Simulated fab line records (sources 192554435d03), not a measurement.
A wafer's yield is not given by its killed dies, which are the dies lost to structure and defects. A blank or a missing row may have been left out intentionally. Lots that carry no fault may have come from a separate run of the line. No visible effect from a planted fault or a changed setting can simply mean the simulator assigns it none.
Comparing a struck lot with a sound one -- flow n5 finfet -- 36 out of 1938 route steps
Sound: the wafers L251.1, L251.5, L251.6. Struck: wafer L266.6 (left out: L266.1, L266.3 of the same lot, which were not struck); the cause appears at the end.
Per side, at each step with rows, come the tool, then ch with its chambers, and then its first start. Under that, the readings that differ: sound wafers -- struck wafers -- difference of the means -- sigmas: that difference in standard deviations of wafers without a fault.
alike: readings whose means differ by less than 2 such deviations, and words and numbers that are the same on both sides. not compared: withheld readings, readings that some wafer has no value for, bounds like >300 that may hide the same value, and numbers for which the record gives no deviation and whose values overlap.
Wherever a step has rows on one side only, a row that says differs or no value, or a row with sigmas, the two part there. Numbers that don't overlap but have no deviation are shown without sigmas and don't part them. Lack of a reading on every wafer of one side parts them only where that side has two or more wafers.

first, 8 steps without rows for these wafers: N5_BEOL_M8_SPUTTER_48 (material Cu, target thk 10 nm, time 1.667 s); N5_BEOL_M8_ECD_50 (material Cu, target thk 300 nm); N5_BEOL_M8_ANNEAL_51 (time 90 s); N5_BEOL_M8_CMP_52 (polishes, stops on SiCOH lowk, t overpolish 6.9 s, target thk 80 nm); N5_BEOL_M8_PRE_CLEAN_55 (time 15 s); N5_BEOL_M8_DEP_56 (deposits SiCN from 3MS/NH3, target thk 10 nm, time 17.5 s); N5_BEOL_M9_ILD_DEP_00 (deposits SiCOH lowk from DEMS/porogen, target thk 308.51 nm, time 58 s); N5_BEOL_M9_CURE_71 (cures SiCOH lowk, time 240 s).
N5_BEOL_M9_PECVD_70: deposits SiO2 from TEOS/O2, target thk 20 nm, time 22.7 s.
  sound on pecvd-04 ch 1,2, day 10 23:47; struck on pecvd-04 ch 2, day 14 22:35
reading,sound,struck,difference,sigmas
model.SiO2_of_BEOL_M9_PECVD_70.thk nm (nm),19.8 20.2 20,18.2,-1.8,
  alike: heater power w, showerhead plenum p Torr, throttle valve pct
then, 25 steps without rows for these wafers: N5_BEOL_M9_HM_DEP_02 (deposits TiN, target thk 20 nm); N5_BEOL_M9_COAT_59 (time 60 s, resist thk 100 nm); N5_BEOL_M9_COAT_60 (time 60 s, resist thk 30 nm); N5_BEOL_M9_COAT_05 (resist thk 90 nm); N5_BEOL_M9_EBR_07; N5_BEOL_M9_SOFTBAKE_06 (time 60 s); N5_BEOL_M9_EXPOSE_08 (exposes mask M9); N5_BEOL_M9_PEB_09 (peb time 60 s); N5_BEOL_M9_DEVELOP_10 (develop time 30 s); N5_BEOL_M9_DESCUM_16 (chemistry O2, time 7.9 s); N5_BEOL_M9_ETCH_61 (etches SiARC in CF4, target depth 39 nm, time 65 s); N5_BEOL_M9_ETCH_62 (etches SOC in N2/H2, target depth 110 nm, overetch 22 nm, time 165 s); N5_BEOL_M9_STRIP_68 (strips in N2/H2); N5_BEOL_M9_STRIP_67 (strips in CF4); N5_BEOL_M9_HM_OPEN_17 (chemistry Cl2/BCl3, target TiN, target depth 20 nm, overetch 6 nm); N5_BEOL_M9_STRIP_19 (strips in O2); N5_BEOL_M9_COAT_63 (time 60 s, resist thk 60 nm); N5_BEOL_M9_COAT_64 (time 60 s, resist thk 12 nm); N5_BEOL_M9_COAT_75 (time 60 s, resist thk 5 nm); N5_BEOL_M9_COAT_22 (resist thk 30 nm); N5_BEOL_M9_EBR_24; N5_BEOL_M9_SOFTBAKE_23 (time 60 s); N5_BEOL_M9_EXPOSE_25 (exposes mask V8); N5_BEOL_M9_PEB_26 (peb time 60 s); N5_BEOL_M9_DEVELOP_27 (develop time 30 s).
N5_BEOL_M9_HM_STRIP_39: strips TiN in peroxide tin strip, target depth 25 nm, time 158 s.
  sound on wet bench-05 ch 2,4,5, day 11 03:01; struck on wet bench-05 ch 3, day 15 04:05
reading,sound,struck,difference,sigmas
model.SiO2_of_BEOL_M9_PECVD_70.thk nm (nm),19.6 20 19.8,18.2,-1.6,
after that, 1 step had no rows for these wafers: N5_PASSIVATION_PROBE_49.

WHERE THEY PART
Nowhere in this record.

WHY: whatever the simulator had introduced
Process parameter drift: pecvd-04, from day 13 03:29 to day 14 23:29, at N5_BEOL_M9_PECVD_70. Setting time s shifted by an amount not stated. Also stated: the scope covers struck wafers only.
